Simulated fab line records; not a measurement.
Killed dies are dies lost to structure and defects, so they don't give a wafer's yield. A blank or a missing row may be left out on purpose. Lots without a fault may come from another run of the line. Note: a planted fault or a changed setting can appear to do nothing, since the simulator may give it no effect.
fab line records	flow n5-finfet
[record] lots = 7	wafers = 21
route steps=1938 shown GATE_CUT@469 MOL_CONTACT_COAG@586 BEOL_M0_SAQP@636 BEOL_M0_CUTY@705
start-h: hours from the record's first day to the start of the lot's first wafer shown	wait-h: time in hours since the lot's previous step	" as in the row above	L1.1+2: one row covering several wafers at once	- either no value or no given start	* or withheld: withheld	< > ~ a bound
route shown NAME@n: a module of which the file shows steps, and the number in the route of the first	usual: mean and standard deviation over wafers with no fault	same: alike in all rows	chamber/n: place in a boat	sites: per-site readings	_std_site: the standard deviation of these	_edge_site: the outer-site mean with the inner-site mean subtracted	radius-mm: how far each site lies from the wafer's centre	mask NAME#n: copy n	behind: tool/chamber where the wafer was last shaped	hold: reason for holding the lot/hours on hold/outcome of the hold	device: which transistor (n, p or np) failed to switch	end of line: at the end of the route, the tests of the same wafers	a step with no rows: only its recipe	killed: at the first sort, the dies lost to defects and structure; wafer yield is something else	map: the dies of a wafer, with x for killed, . for not killed, _ for no die there
set.NAME: setting as actually run; set.NAME@STEP: the setting as run at that earlier step	model.NAME: the simulator's own value behind a step, which no gauge read
lots run with intentionally changed settings; tables by step, rows by wafer
[[steps]]
[step N5_GATE_CUT_ETCH_58]
[recipe] chemistry = CH3F/O2	target = SiNx	target-depth-a = 170	time-s = 128.6	ion-energy-ev = 50	pressure-mtorr = 30	source-w = 415	bias-w = 21	Ar_flow_sccm = 150	CH3F_flow_sccm = 30	O2_flow_sccm = 20
lot.wafer	tool	chamber	start-h	wait-h	set.time-s	model.etch.depth-nm
L081.1	rie-diel-06	0	123.38	0.1	128.6	16.93
L081.2	"	1	"	"	111.7	14.88
L081.6	"	1	"	"	128.6	17.07
L083.1	rie-diel-01	0	135.69	0.1	103.1	13.91
L083.2	"	3	"	"	128.6	17
L083.4	"	1	"	"	103.1	13.65
L088.1	rie-diel-01	1	164.75	0.0	108.5	14.36
L088.5	"	2	"	"	108.5	14.21
L088.6	"	3	"	"	128.6	17.07
L090.2	rie-diel-01	1	175.42	0.0	128.6	17.12
L090.3	"	2	"	"	128.6	17.01
L090.4	"	0	"	"	150.6	20.14
L091.2	rie-diel-06	2	183.72	0.0	118.8	15.54
L091.3	"	0	"	"	118.8	15.33
L091.5	"	3	"	"	128.6	16.69
L092.3	rie-diel-06	2	186.68	0.0	128.6	16.9
L092.4	"	3	"	"	128.6	16.8
L092.6	"	0	"	"	128.6	16.83
L093.2	rie-diel-01	0	193.13	0.2	128.6	17.23
L093.3	"	3	"	"	114.9	15.34
L093.4	"	1	"	"	114.9	15.12
[step N5_MOL_CONTACT_COAG_VIA_ETCH_46]
[recipe] chemistry = C4F6/O2	target-depth-a = 460	overetch-a = 92	mask-material = SOC	target = SiO2	bias-w = 455	pressure-mtorr = 10	time-s = 40	source-w = 325	Ar_flow_sccm = 300	C4F6_flow_sccm = 10	O2_flow_sccm = 10	ion-energy-ev = 575.3	ends = end-point
[usual] rf-vpp-V = 1589/19
lot.wafer	tool	chamber	start-h	wait-h	set.bias-w	rf-vpp-V
L081.1	rie-diel-04	1	143.71	0.0	455	1578
L081.2	"	2	"	"	455	1562
L081.6	"	0	"	"	455	1608
L083.1	rie-diel-03	1	153.95	0.0	384.1	1406
L083.2	"	3	"	"	455	1603
L083.4	"	0	"	"	384.1	1387
L088.1	rie-diel-04	2	187.19	0.0	499.4	1673
L088.5	"	3	"	"	455	1563
L088.6	"	1	"	"	455	1580
L090.2	rie-diel-05	2	194.62	0.0	422.5	1478
L090.3	"	3	"	"	455	1613
L090.4	"	2	"	"	422.5	1477
L091.2	rie-diel-03	1	206.37	0.0	502	1716
L091.3	"	2	"	"	455	1616
L091.5	"	3	"	"	502	1724
L092.3	rie-diel-04	1	206.53	0.0	455	1578
L092.4	"	2	"	"	455	1559
L092.6	"	2	"	"	455	1561
L093.2	rie-diel-04	2	210.33	0.0	455	1561
L093.3	"	1	"	"	455	1579
L093.4	"	3	"	"	455	1590
[step N5_MOL_CONTACT_COAG_COAT_62]
[recipe] resist = SOC	temp-c = 250	time-s = 60	spin-rpm = 1500	resist-thk-nm = 60
lot.wafer	tool	chamber	start-h	wait-h	set.spin-rpm	model.SOC_of_MOL_CONTACT_COAG_COAT_62.thk-nm
L081.1+6	litho-track-02	0	144.08	0.0	1500	60
L081.2	"	0	"	"	1434	61.2
L083.1	litho-track-04	0	154.32	0.0	1372	62.8
L083.2	"	0	"	"	1500	60
L083.4	"	0	"	"	1500	59.8
L088.1+6	litho-track-01	0	187.56	0.0	1500	60
L088.5	"	0	"	"	1614	57.8
L090.2+3	litho-track-04	0	195.08	0.0	1500	60
L090.4	"	0	"	"	1358	63
L091.2	litho-track-02	0	206.77	0.0	1500	60.4
L091.3	"	0	"	"	1602	58.4
L091.5	"	0	"	"	1500	60.2
L092.3	litho-track-02	0	206.91	0.0	1500	60.2
L092.4+6	"	0	"	"	1500	60.4
L093.2	litho-track-02	0	210.71	0.0	1500	59.8
L093.3	"	0	"	"	1500	60
L093.4	"	0	"	"	1407	62
[step N5_MOL_CONTACT_COAG_COAT_63]
[recipe] resist = SiARC	temp-c = 220	time-s = 60	spin-rpm = 1500	resist-thk-nm = 10
[step N5_MOL_CONTACT_COAG_COAT_64]
[recipe] resist = underlayer	temp-c = 205	time-s = 60	spin-rpm = 1500	resist-thk-nm = 10
[step N5_MOL_CONTACT_COAG_ALD_133]
[recipe] material = SiO2	target-thk-a = 50	temp-c = 100	ald-precursor-family = BDEAS	ald-co-reactant = O2-plasma	pulse-time-s = 1	co-reactant-pulse-time-s = 1	purge-time-s = 2	co-reactant-purge-time-s = 2	ald-cycles = 35	pressure-torr = 2
[step N5_MOL_CONTACT_COAG_ETCHBACK_134]
[recipe] chemistry = CHF3	target = SiO2	target-depth-a = 100	time-s = 6.7	ion-energy-ev = 200	pressure-mtorr = 30	source-w = 610	bias-w = 170	Ar_flow_sccm = 200	CHF3_flow_sccm = 50
[step N5_MOL_CONTACT_COAG_ETCH_67]
[recipe] chemistry = N2/H2	target = SOC	target-depth-a = 600	overetch-a = 210	mask-material = SiARC	temp-c = 40	time-s = 101.2	ion-energy-ev = 200	pressure-mtorr = 30	source-w = 840	bias-w = 150	n2-flow-sccm = 200	h2-flow-sccm = 200
lot.wafer	tool	chamber	start-h	wait-h	set.spin-rpm@MOL_CONTACT_COAG_COAT_62	model.etch.depth-nm
L081.1	rie-diel-05	3	145.04	0.0	1500	60.02
L081.2	"	2	"	"	1434	61.23
L081.6	"	1	"	"	1500	60.09
L083.1	rie-diel-04	1	155.24	0.0	1372	62.76
L083.2	"	3	"	"	1500	60.06
L083.4	"	1	"	"	1500	59.84
L088.1	rie-diel-05	3	189.51	0.0	1500	60.02
L088.5	"	3	"	"	1614	57.87
L088.6	"	2	"	"	1500	59.95
L090.2	rie-diel-05	3	195.85	0.0	1500	60.05
L090.3	"	3	"	"	1500	59.98
L090.4	"	2	"	"	1358	62.97
L091.2	rie-diel-03	2	208.07	0.0	1500	60.31
L091.3	"	1	"	"	1602	58.37
L091.5	"	2	"	"	1500	60.2
L092.3	rie-diel-04	3	208.09	0.0	1500	60.29
L092.4	"	1	"	"	1500	60.36
L092.6	"	2	"	"	1500	60.33
L093.2	rie-diel-05	1	211.59	0.0	1500	59.8
L093.3	"	2	"	"	1500	60.09
L093.4	"	1	"	"	1407	61.93
[step N5_MOL_CONTACT_COAG_STRIP_68]
[recipe] chemistry = N2/H2	temp-c = 40	n2-flow-sccm = 200	h2-flow-sccm = 200	rf-frequency-hz = 6e+07
[step N5_MOL_CONTACT_COAG_STRIP_69]
[recipe] chemistry = N2/H2	temp-c = 40	n2-flow-sccm = 200	h2-flow-sccm = 200	rf-frequency-hz = 6e+07
[step N5_MOL_CONTACT_COAG_ETCHBACK_136]
[recipe] chemistry = CHF3	target = SiO2	target-depth-a = 250	time-s = 16.7	ion-energy-ev = 200	pressure-mtorr = 30	source-w = 610	bias-w = 170	Ar_flow_sccm = 200	CHF3_flow_sccm = 50
lot.wafer	tool	chamber	start-h	wait-h	set.spin-rpm@MOL_CONTACT_COAG_COAT_62	model.SOC_of_MOL_CONTACT_COAG_COAT_62.thk-nm
L081.1	rie-diel-05	3	145.13	0.0	1500	57.2
L081.2	"	2	"	"	1434	58.4
L081.6	"	1	"	"	1500	57.4
L083.1	rie-diel-04	1	155.37	0.0	1372	60
L083.2	"	3	"	"	1500	57.4
L083.4	"	1	"	"	1500	57
L088.1	rie-diel-05	3	189.65	0.0	1500	57.4
L088.5	"	3	"	"	1614	55.2
L088.6	"	2	"	"	1500	57.2
L090.2	rie-diel-05	3	195.99	0.0	1500	57.4
L090.3	"	3	"	"	1500	57.2
L090.4	"	2	"	"	1358	60.2
L091.2+5	rie-diel-03	2	208.16	0.0	1500	57.6
L091.3	"	1	"	"	1602	55.6
L092.3	rie-diel-04	3	208.18	0.0	1500	57.4
L092.4+6	"	1,2	"	"	1500	57.6
L093.2	rie-diel-05	1	211.68	0.0	1500	57
L093.3	"	2	"	"	1500	57.4
L093.4	"	1	"	"	1407	59.2
[step N5_MOL_CONTACT_COAG_STRIP_120]
[recipe] chemistry = CHF3	resist = SiARC	rf-frequency-hz = 6e+07
[step N5_MOL_CONTACT_COAG_VIA_ETCH_117]
[recipe] chemistry = C4F6/O2	target-depth-a = 400	overetch-a = 80	mask-material = SOC	target = SiO2	bias-w = 455	pressure-mtorr = 10	time-s = 26	source-w = 325	Ar_flow_sccm = 300	C4F6_flow_sccm = 10	O2_flow_sccm = 10	ion-energy-ev = 575.3	ends = end-point
[step N5_MOL_CONTACT_COAG_ETCH_124]
[recipe] chemistry = CH3F/O2	target = SiNx	target-depth-a = 65	mask-material = SOC	stop-on = SiOC	over-etch-frac = 0.3	ion-energy-ev = 120	pressure-mtorr = 30	source-w = 395	bias-w = 73	Ar_flow_sccm = 150	CH3F_flow_sccm = 30	O2_flow_sccm = 20	ends = end-point
lot.wafer	tool	chamber	start-h	wait-h	set.spin-rpm@MOL_CONTACT_COAG_COAT_62	model.SOC_of_MOL_CONTACT_COAG_COAT_62.thk-nm
L081.1	rie-diel-05	3	145.19	0.0	1500	48.6
L081.2	"	2	"	"	1434	49.6
L081.6	"	1	"	"	1500	48.8
L083.1	rie-diel-04	1	155.46	0.0	1372	51
L083.2	"	3	"	"	1500	48.8
L083.4	"	1	"	"	1500	48.2
L088.1	rie-diel-05	3	189.74	0.0	1500	48.6
L088.5	"	3	"	"	1614	46.4
L088.6	"	2	"	"	1500	48.4
L090.2	rie-diel-05	3	196.08	0.0	1500	48.6
L090.3	"	3	"	"	1500	48.4
L090.4	"	2	"	"	1358	51.4
L091.2+5	rie-diel-03	2	208.22	0.0	1500	49
L091.3	"	1	"	"	1602	46.8
L092.3	rie-diel-04	3	208.24	0.0	1500	48.4
L092.4	"	1	"	"	1500	48.8
L092.6	"	2	"	"	1500	48.6
L093.2	rie-diel-05	1	211.74	0.0	1500	48
L093.3	"	2	"	"	1500	48.6
L093.4	"	1	"	"	1407	50.2
[step N5_BEOL_M0_SAQP_PECVD_96]
[recipe] material = a-Si	target-thk-a = 450	temp-c = 350	precursor = SiH4/He	pressure-torr = 3	rf-w = 100	time-s = 45.2
lot.wafer	tool	chamber	start-h	wait-h	set.time-s	model.a-Si_of_BEOL_M0_SAQP_PECVD_96.thk-nm
L081.1	pecvd-02	2	150.94	0.0	45.2	44.6
L081.2	"	1	"	"	45.2	44.8
L081.6	"	0	"	"	43.25	43.6
L083.1	pecvd-02	1	163.59	0.0	41.34	40.2
L083.2	"	0	"	"	45.2	44.4
L083.4	"	0	"	"	41.34	40.8
L088.1	pecvd-01	1	196.92	0.0	39.21	38
L088.5	"	0	"	"	45.2	44.6
L088.6	"	2	"	"	45.2	45.8
L090.2	pecvd-02	1	202.20	0.0	45.2	44.6
L090.3	"	0	"	"	45.2	44.4
L090.4	"	2	"	"	45.2	45
L091.2+3	pecvd-02	1,2	213.49	0.0	45.2	45
L091.5	"	1	"	"	45.2	45.2
L092.3	pecvd-01	2	216.89	0.0	45.2	45
L092.4	"	2	"	"	45.2	45.4
L092.6	"	0	"	"	45.2	45.6
L093.2	pecvd-01	1	218.90	0.0	47.07	46.4
L093.3	"	2	"	"	47.07	46.6
L093.4	"	0	"	"	47.07	47
[step N5_BEOL_M0_SAQP_EXPOSE_11]
[recipe] mask-id = M0_CORE	na = 1.35	source-shape = dipole	sigma-inner = 0.538	sigma-outer = 0.738	polarization = te	target-cd-nm = 42	dose-mj = 55
lot.wafer	tool	chamber	start-h	wait-h	mask	set.dose-mj
L081.1	arfi-scanner-02	0	151.48	-	M0_CORE#0	55
L081.2+6	"	0	"	"	M0_CORE#0	52.73
L083.1+4	arfi-scanner-01	0	164.13	-	M0_CORE#0	52.15
L083.2	"	0	"	"	M0_CORE#0	55
L088.1+5	arfi-scanner-03	0	197.47	-	M0_CORE#0	51.18
L088.6	"	0	"	"	M0_CORE#0	55
L090.2+4	arfi-scanner-03	0	202.75	-	M0_CORE#0	55
L090.3	"	0	"	"	M0_CORE#0	58.46
L091.2	arfi-scanner-02	0	214.04	-	M0_CORE#0	55
L091.3+5	"	0	"	"	M0_CORE#0	52.18
L092.3+4+6	arfi-scanner-02	0	217.31	-	M0_CORE#0	55
L093.2+4	arfi-scanner-02	0	219.32	-	M0_CORE#0	53.69
L093.3	"	0	"	"	M0_CORE#0	55
[step N5_BEOL_M0_SAQP_PEB_12]
[recipe] peb-temp-c = withheld	peb-time-s = 60	resist = CAR-ArF
[step N5_BEOL_M0_SAQP_DEVELOP_13]
[recipe] develop-time-s = 30	developer = TMAH	resist = CAR-ArF	dev-temp-c = 23	rinse-liquid = diw	dry = air-spin
[step N5_BEOL_M0_SAQP_CD_MEAS_14]
[recipe] target-cd-nm = 42.5	landing-energy-ev = 500	detector = se-inlens
[usual] cd-nm = 42.44/0.29
lot.wafer	tool	chamber	start-h	wait-h	set.dose-mj@BEOL_M0_SAQP_EXPOSE_11	cd-nm
L081.1	cd-sem-03	0	151.60	-	55	42.84
L081.2	"	0	"	"	52.73	44.13
L081.6	"	0	"	"	52.73	43.63
L083.1	cd-sem-03	0	164.25	-	52.15	44.07
L083.2	"	0	"	"	55	42.37
L083.4	"	0	"	"	52.15	44.18
L088.1	cd-sem-03	0	197.60	-	51.18	44.17
L088.5	"	0	"	"	51.18	44.83
L088.6	"	0	"	"	55	42.89
L090.2	cd-sem-01	0	202.87	-	55	42.22
L090.3	"	0	"	"	58.46	40.81
L090.4	"	0	"	"	55	42.77
L091.2	cd-sem-02	0	214.16	-	55	42.72
L091.3	"	0	"	"	52.18	44.28
L091.5	"	0	"	"	52.18	43.51
L092.3	cd-sem-02	0	217.43	-	55	42.70
L092.4	"	0	"	"	55	41.87
L092.6	"	0	"	"	55	42.67
L093.2	cd-sem-03	0	219.44	-	53.69	43.84
L093.3	"	0	"	"	55	42.77
L093.4	"	0	"	"	53.69	43.55
[step N5_BEOL_M0_SAQP_ETCH_101]
[recipe] chemistry = CH3F/O2	target = SiNx	mask-material = SiO2	target-depth-a = 299	time-s = 42.7	pressure-mtorr = 30	source-w = 395	bias-w = 73	Ar_flow_sccm = 150	CH3F_flow_sccm = 30	O2_flow_sccm = 20	ion-energy-ev = 120
[step N5_BEOL_M0_SAQP_ETCH_102]
[recipe] chemistry = CF4	target = SiO2	target-depth-a = 40	ion-energy-ev = 350	time-s = 4.4	pressure-mtorr = 10	icp-w = 800	bias-w = 400	cf4-flow-sccm = 80
[step N5_BEOL_M0_SAQP_MANDREL_ETCH_103]
[recipe] chemistry = HBr/Cl2	target = a-Si	target-depth-a = 450	bt-time-s = 10	stop-on = SiCN	mask-material = SiO2	over-etch-frac = 0.8	time-s = 27	pressure-mtorr = 10	icp-w = 800	bias-w = 75	HBr_flow_sccm = 150	Cl2_flow_sccm = 80	ends = end-point
lot.wafer	tool	chamber	start-h	wait-h	set.time-s@BEOL_M0_SAQP_PECVD_96	model.etch.depth-nm
L081.1	rie-si-04	1	153.98	0.0	45.2	44.67
L081.2	"	2	"	"	45.2	44.77
L081.6	"	0	"	"	43.25	43.56
L083.1	rie-si-03	1	166.11	0.0	41.34	40.19
L083.2	"	0	"	"	45.2	44.5
L083.4	"	0	"	"	41.34	40.77
L088.1	rie-si-03	1	199.43	0.0	39.21	38.02
L088.5	"	3	"	"	45.2	44.66
L088.6	"	2	"	"	45.2	45.72
L090.2	rie-si-03	3	204.70	0.0	45.2	44.68
L090.3	"	2	"	"	45.2	44.46
L090.4	"	0	"	"	45.2	45.08
L091.2	rie-si-03	3	216.72	0.0	45.2	44.99
L091.3	"	2	"	"	45.2	44.92
L091.5	"	1	"	"	45.2	45.29
L092.3	rie-si-03	1	220.92	0.0	45.2	44.99
L092.4	"	3	"	"	45.2	45.48
L092.6	"	3	"	"	45.2	45.65
L093.2	rie-si-01	2	221.38	0.0	47.07	46.36
L093.3	"	1	"	"	47.07	46.6
L093.4	"	2	"	"	47.07	47.07
[step N5_BEOL_M0_SAQP_RECESS_104]
[recipe] chemistry = HF/NH3	target = SiO2	target-depth-a = 180	afs-cycles = 3	temp-c = 30	sublimation-temp-c = 180	sublimation-time-s = 60
[step N5_BEOL_M0_SAQP_COAT_105]
[recipe] resist = SOC	temp-c = 250	time-s = 60	spin-rpm = 1500	resist-thk-nm = 100
[step N5_BEOL_M0_SAQP_ETCH_106]
[recipe] chemistry = N2/H2	target = SOC	target-depth-a = 1500	stop-on = SiNx	ion-energy-ev = 100	bias-w = 61	pressure-mtorr = 30	source-w = 850	n2-flow-sccm = 200	h2-flow-sccm = 200
[step N5_BEOL_M0_SAQP_ETCH_107]
[recipe] chemistry = CH3F/O2	target = SiNx	target-depth-a = 300	mask-material = SOC	pressure-mtorr = 30	source-w = 395	bias-w = 73	Ar_flow_sccm = 150	CH3F_flow_sccm = 30	O2_flow_sccm = 20	ion-energy-ev = 120
lot.wafer	tool	chamber	start-h	wait-h	set.time-s@BEOL_M0_SAQP_PECVD_96	model.a-Si_of_BEOL_M0_SAQP_PECVD_96.thk-nm
L081.1	rie-diel-02	3	154.63	0.0	45.2	44
L081.2	"	0	"	"	45.2	44.2
L081.6	"	0	"	"	43.25	43
L083.1	rie-diel-01	3	166.70	0.0	41.34	39.6
L083.2	"	1	"	"	45.2	44
L083.4	"	2	"	"	41.34	40.2
L088.1	rie-diel-02	0	200.11	0.0	39.21	37.4
L088.5	"	0	"	"	45.2	44
L088.6	"	1	"	"	45.2	45.2
L090.2	rie-diel-06	3	205.36	0.0	45.2	44.2
L090.3	"	0	"	"	45.2	43.8
L090.4	"	1	"	"	45.2	44.6
L091.2+3	rie-diel-06	0,2	217.51	0.0	45.2	44.4
L091.5	"	2	"	"	45.2	44.8
L092.3	rie-diel-02	2	221.50	0.0	45.2	44.4
L092.4	"	3	"	"	45.2	44.8
L092.6	"	3	"	"	45.2	45
L093.2	rie-diel-02	1	221.97	0.0	47.07	45.8
L093.3	"	0	"	"	47.07	46
L093.4	"	3	"	"	47.07	46.4
[step N5_BEOL_M0_CUTY_EXPOSE_54]
[recipe] mask-id = M0_ABLK	na = 1.35	source-shape = conventional	sigma-outer = 0.8	polarization = unpolarized	dose-mj = 36
lot.wafer	tool	chamber	start-h	wait-h	mask	set.dose-mj
L081.1	arfi-scanner-03	0	157.25	-	M0_ABLK#0	37.11
L081.2+6	"	0	"	"	M0_ABLK#0	36
L083.1+2	arfi-scanner-01	0	169.69	-	M0_ABLK#0	33.37
L083.4	"	0	"	"	M0_ABLK#0	36
L088.1+5+6	arfi-scanner-02	0	202.79	-	M0_ABLK#0	36
L090.2+4	arfi-scanner-02	0	208.10	-	M0_ABLK#0	36
L090.3	"	0	"	"	M0_ABLK#0	38.58
L091.2+3+5	arfi-scanner-01	0	220.93	-	M0_ABLK#0	36
L092.3+4+6	arfi-scanner-01	0	224.15	-	M0_ABLK#0	36
L093.2+3	arfi-scanner-01	0	224.68	-	M0_ABLK#0	37.59
L093.4	"	0	"	"	M0_ABLK#0	36
[step N5_BEOL_M0_CUTY_PEB_55]
[recipe] peb-temp-c = 110	peb-time-s = 60	resist = CAR-ArF-block
[step N5_BEOL_M0_CUTY_DEVELOP_56]
[recipe] develop-time-s = 30	developer = TMAH	resist = CAR-ArF-block	rinse-liquid = diw	dry = air-spin	dev-temp-c = 23
[step N5_BEOL_M0_CUTY_CD_MEAS_57]
[recipe] target-cd-nm = 200	landing-energy-ev = 500	detector = se-inlens	polarity = line
[usual] cd-nm = 199.7/0.71
lot.wafer	tool	chamber	start-h	wait-h	set.dose-mj@BEOL_M0_CUTY_EXPOSE_54	cd-nm
L081.1	cd-sem-02	0	157.38	-	37.11	197.2
L081.2	"	0	"	"	36	199.0
L081.6	"	0	"	"	36	198.0
L083.1	cd-sem-01	0	169.81	-	33.37	204.9
L083.2	"	0	"	"	33.37	205.7
L083.4	"	0	"	"	36	200.5
L088.1	cd-sem-02	0	202.92	-	36	199.5
L088.5	"	0	"	"	36	198.6
L088.6	"	0	"	"	36	199.7
L090.2	cd-sem-03	0	208.22	-	36	199.2
L090.3	"	0	"	"	38.58	193.3
L090.4	"	0	"	"	36	198.6
L091.2	cd-sem-03	0	221.05	-	36	199.6
L091.3	"	0	"	"	36	198.9
L091.5	"	0	"	"	36	199.6
L092.3	cd-sem-03	0	224.27	-	36	199.4
L092.4	"	0	"	"	36	199.4
L092.6	"	0	"	"	36	200.9
L093.2	cd-sem-01	0	224.80	-	37.59	196.2
L093.3	"	0	"	"	37.59	196.1
L093.4	"	0	"	"	36	198.8
[[key]]
[split] step = N5_GATE_CUT_ETCH_58	setting = time-s	stated = 128.6	by = wafer
[response] step = N5_GATE_CUT_ETCH_58	reading = model.etch.depth-nm	change = +0.172	per = 1%	r = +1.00
[split] step = N5_MOL_CONTACT_COAG_VIA_ETCH_46	setting = bias-w	stated = 455	by = wafer
[response] step = N5_MOL_CONTACT_COAG_VIA_ETCH_46	reading = rf-vpp-V	change = +12.6	per = 1%	r = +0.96
[split] step = N5_MOL_CONTACT_COAG_COAT_62	setting = spin-rpm	stated = 1500	by = wafer
[response] step = N5_MOL_CONTACT_COAG_COAT_62	reading = model.SOC_of_MOL_CONTACT_COAG_COAT_62.thk-nm	change = -0.312	per = 1%	r = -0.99
[response] step = N5_MOL_CONTACT_COAG_ETCH_67	reading = model.etch.depth-nm	change = -0.303	per = 1%	r = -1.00
[response] step = N5_MOL_CONTACT_COAG_ETCHBACK_136	reading = model.SOC_of_MOL_CONTACT_COAG_COAT_62.thk-nm	change = -0.303	per = 1%	r = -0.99
[response] step = N5_MOL_CONTACT_COAG_ETCH_124	reading = model.SOC_of_MOL_CONTACT_COAG_COAT_62.thk-nm	change = -0.294	per = 1%	r = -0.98
[split] step = N5_BEOL_M0_SAQP_PECVD_96	setting = time-s	stated = 45.2	by = wafer
[response] step = N5_BEOL_M0_SAQP_PECVD_96	reading = model.a-Si_of_BEOL_M0_SAQP_PECVD_96.thk-nm	change = +0.5	per = 1%	r = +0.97
[response] step = N5_BEOL_M0_SAQP_MANDREL_ETCH_103	reading = model.etch.depth-nm	change = +0.503	per = 1%	r = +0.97
[response] step = N5_BEOL_M0_SAQP_ETCH_107	reading = model.a-Si_of_BEOL_M0_SAQP_PECVD_96.thk-nm	change = +0.506	per = 1%	r = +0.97
[split] step = N5_BEOL_M0_SAQP_EXPOSE_11	setting = dose-mj	stated = 55	by = wafer
[response] step = N5_BEOL_M0_SAQP_CD_MEAS_14	reading = cd-nm	change = -0.265	per = 1%	r = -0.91
[split] step = N5_BEOL_M0_CUTY_EXPOSE_54	setting = dose-mj	stated = 36	by = wafer
[response] step = N5_BEOL_M0_CUTY_CD_MEAS_57	reading = cd-nm	change = -0.675	per = 1%	r = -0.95
